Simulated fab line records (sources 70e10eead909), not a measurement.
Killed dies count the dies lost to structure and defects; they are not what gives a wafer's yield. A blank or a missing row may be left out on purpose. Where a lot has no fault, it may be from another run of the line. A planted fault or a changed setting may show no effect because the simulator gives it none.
A struck lot beside a sound one || flow nand_harc || 14 steps out of a route of 1159
Sound: wafers L123.1, L123.2, L123.5. The struck wafers were L135.1, L135.2, L135.6. The cause is given at the end.
Per side, at each step with rows, come the tool, then ch with its chambers, and then its first start. Under that, the readings that differ: sound wafers || struck wafers || difference of the means || sigmas: that difference in standard deviations of wafers without a fault.
alike: a reading whose means differ by less than 2 such deviations, as well as words and numbers matching on both sides. not compared: withheld readings; readings where some wafer has no value; bounds like >300 that might hide an equal value; numbers whose values overlap and for which the record gives no deviation.
A row with sigmas, a row that says differs or no value, or rows on one side alone: a step with any of these is where the two part. Non-overlapping numbers with no deviation appear without sigmas and do not part them. Lack of a reading on every wafer of one side parts them only where that side has two or more wafers.

first, 1 step without rows for these wafers: NHARC_A_BLC_SRD_27.
NHARC_A_BLC_INSPECT_28:
  sound on defect_inspect-01, day 17 17:18; struck on defect_inspect-02, day 21 10:50
  alike: raw_defect_count
then, 9 steps without rows for these wafers: NHARC_A_M0_DEP_00 (deposits SiOC, target thk 150 nm); NHARC_A_M0_DEHYDRATE_01 (time 120 s); NHARC_A_M0_HMDS_02 (time 30 s); NHARC_A_M0_COAT_33 (time 65 s); NHARC_A_M0_COAT_03 (resist thk 90 nm); NHARC_A_M0_SOFTBAKE_04 (time 55 s); NHARC_A_M0_EBR_05; NHARC_A_M0_EXPOSE_06 (exposes mask A M0, target cd 80 nm); NHARC_A_M0_PEB_07 (peb time 65 s).
NHARC_A_M0_DEVELOP_08: develop time 35 s.
  sound on litho_track-06 ch 0, day 17 18:00; struck on litho_track-01 ch 0, day 21 11:00
{"reading": "developer_temp_C (C)", "sound": "22.96 23.00 22.92", "struck": "21.92 21.95 22.01", "difference": -1.00, "sigmas": -9}
NHARC_A_M0_CD_MEAS_09: target cd 80 nm.
  sound on cd_sem-01 ch 0, day 17 18:05; struck on cd_sem-02 ch 0, day 21 11:44
  alike: cd_nm
-- the record jumps here: 3 days lie between the struck wafers' starts before and after (it left off in module A_M0 and takes up again in module END, whose first step shown is number 1159 of the route) --
NHARC_END_SORT_01:
  sound on prober-01 ch 0, day 19 07:43; struck on prober-02 ch 0, day 24 20:24
{"reading": "defect_limited_yield (%)", "sound": "97.5 96.6 97.5", "struck": "93.6 95.4 94.1", "difference": -2.8, "sigmas": -2}
{"reading": "killed_at_array", "sound": "9 18 12", "struck": "36 28 37", "difference": "+21", "sigmas": "+2"}
{"reading": "killed_dies", "sound": "17 23 17", "struck": "43 31 40", "difference": "+19", "sigmas": "+2"}
{"reading": "sort_bin_4_pct (%)", "sound": "1.3 2.2 1.2", "struck": "4.0 2.8 3.8", "difference": "+2.0", "sigmas": "+2"}
{"reading": "sort_n_pass", "sound": "660 654 660", "struck": "634 646 637", "difference": -19, "sigmas": -2}
{"reading": "sort_yield_pct (%)", "sound": "97.5 96.6 97.5", "struck": "93.6 95.4 94.1", "difference": -2.8, "sigmas": -2}
  alike: killed_at_other, killed_at_periphery, killed_open, killed_short, sort_bin_2_pct, sort_bin_3_pct, sort_rim_yield_pct

WHERE THEY PART
At NHARC_A_M0_DEVELOP_08 first; at NHARC_END_SORT_01 last (within this record only).

WHY: whatever the simulator had introduced
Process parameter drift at NHARC_A_M0_DEVELOP_08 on litho_track-01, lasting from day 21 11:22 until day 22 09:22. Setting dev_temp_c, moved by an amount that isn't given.
